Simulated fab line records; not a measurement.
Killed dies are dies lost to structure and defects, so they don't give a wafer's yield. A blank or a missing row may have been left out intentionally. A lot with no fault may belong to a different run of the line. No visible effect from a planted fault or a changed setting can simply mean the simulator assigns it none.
Matching of chambers	flow nand_harc	NHARC_P_CONTACT_DEP_30 on pecvd-04 has 3 sister chambers
The step deposits SiNx, target thk 30 nm. 14 wafers are shown with their chamber, then 7 later ones without.

== WAFERS WITH THEIR CHAMBER ==
wafer	chamber	heater_power_w (W)
L368.4	0	647
L368.5	2	829
L368.6	1	740
L370.2	1	737
L370.4	2	976
L370.5	1	741
L369.2	0	780
L369.3	1	663
L369.5	2	928
L373.1	1	624
L373.2	0	639
L373.4	1	605
L378.2	0	636
L378.5	1	650

SIGNATURES (averages over the wafers above)
reading	chamber 0	chamber 1	chamber 2	scatter within a chamber
heater_power_w	675.50	680.00	911.00	64.9
Rule: a wafer lies at a distance from a chamber equal to the root of the sum of squares, over the readings, of (its reading less the chamber's mean, divided by the reading's scatter). The wafer belongs to the nearest chamber; if the next one is less than 2 further off, it can't be placed. How the scatter is found: for the shown wafers, subtract from each reading the mean of its chamber, square and add these, divide the total by (wafers less chambers), then take the root.

== WAFERS WITHOUT THEIR CHAMBER ==
wafer	heater_power_w (W)
L378.6	637
L388.2	676
L388.4	656
L388.6	952
L390.1	652
L390.2	665
L390.3	916

== WHICH CHAMBER EACH ONE RAN IN ==
wafer	from the rows above	in truth
L378.6	can't be placed: 0 or 1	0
L388.2	can't be placed: 0 or 1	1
L388.4	can't be placed: 0 or 1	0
L388.6	2	2
L390.1	can't be placed: 0 or 1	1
L390.2	can't be placed: 0 or 1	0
L390.3	2	2
Correct placement for 2 of the 7. Unplaceable from these rows: 5, with the true chamber sitting among the candidates in 5. Wrongly placed: 0.
